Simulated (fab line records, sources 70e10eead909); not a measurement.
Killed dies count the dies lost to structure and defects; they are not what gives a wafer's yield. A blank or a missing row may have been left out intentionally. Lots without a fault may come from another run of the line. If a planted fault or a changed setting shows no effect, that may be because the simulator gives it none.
Problem report, 8D (eight disciplines) form, completed by code ; flow nand harc ; the parts of the form that need people (team, actions taken, sign-off) are left out

== 1. THE ISSUE ==
Wafers without a fault read 232.5 s, standard deviation 0.45; run length s at NHARC_A_STAIRCASE_TRIM_224 reads a mean of 169.8 s on 2 wafers belonging to 2 lots. That is -99 or more standard deviations from the usual mean.
The step: chemistry O2, time 211.2 s.
Seen first at day 14 12:25 on rie diel-08, wafer L496.6. The record has a number at this step for 33 wafers belonging to 11 lots. Rule for "out" (also "out of limits"): further than 4 standard deviations from the usual mean. Any other wafer with a number is counted as sound.

== 2. WHAT IT IS, WHAT IT ISN'T ==
question;is;is not
which readings at this step;run length s;drypump motor current A, o2 flow sccm, oes product au, rf vpp V, showerhead plenum p Torr, throttle valve pct
which lots;L496, L499;L486, L488, L489, L498, L500, L501, L503, L504, L506
which wafers of those lots;L496.6, L499.2;L496.3, L496.4, L499.3, L499.4
read on which tools;rie diel-08;rie diel-09, rie diel-11
when;from day 14 12:25;"up to then (14 sound wafers); but 17 sound wafers of L499, L500, L501, L503, L504, L506 came after"

== 3. THE SUSPECTS, EACH WITH WHAT RULES IT OUT ==
Counting: a tool at a process step up to the reading stays a suspect if it ran every lot that is out. Sound lots after the first of them don't rule it out here, since some wafers of a struck lot are sound.
- rie diel-08 at NHARC_A_STAIRCASE_TRIM_222 (chemistry O2, time 211.2 s): kept. It processed each lot that is out (first: L496, day 14 12:25); up to then, its last sound lot is L488 (day 11 22:47). NHARC_A_STAIRCASE_TRIM_222 gives no start for some lots, so the hours and the order of its lots are those of NHARC_A_STAIRCASE_TRIM_224.
- rie diel-08 at NHARC_A_STAIRCASE_TRIM_224 (chemistry O2, time 211.2 s): kept. It processed each lot that is out (first: L496, day 14 12:25); up to then, its last sound lot is L488 (day 11 22:47). Out on those wafers are its own readings of run length s.
- Within rie diel-08 at NHARC_A_STAIRCASE_TRIM_222: the wafers that are out ran in chambers 1, 2; their sound lot-mates ran in chambers 0, 3.
- Within rie diel-08 at NHARC_A_STAIRCASE_TRIM_224: the wafers that are out ran in chamber 0; their sound lot-mates ran in chambers 1, 3.
After counting, rie diel-08 at NHARC_A_STAIRCASE_TRIM_222 and rie diel-08 at NHARC_A_STAIRCASE_TRIM_224 remain.

== 4. THE CAUSE (what the simulator had put in) ==
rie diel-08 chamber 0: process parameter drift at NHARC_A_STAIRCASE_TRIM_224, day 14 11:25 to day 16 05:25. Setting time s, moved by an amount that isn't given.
2 suspects survive the count, and this tool is in that group.

== 5. THE EFFECT CHAIN, in route order ==
Rows list readings where the struck wafers' mean (over those with a number) sits beyond 3 standard deviations from the usual. Readings are gone through only where the record gives a usual standard deviation; hours: the median, over the lots, of the time from a lot's start at the first step in this table giving one to that lot's start at this step; sigmas: the change measured in usual standard deviations.
hours;step;reading;usual;on struck wafers;change;sigmas
0;NHARC_A_STAIRCASE_TRIM_224;run length s;232.5 s;169.8;-62.8;-99 or more
It contains these process steps:
- NHARC_A_STAIRCASE_TRIM_224: chemistry O2, time 211.2 s.

== 6. HOW IT WOULD HAVE BEEN CAUGHT EARLIER ==
In this record the first reading out of limits was taken at day 14 12:25, 1 hour after the fault began at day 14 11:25.
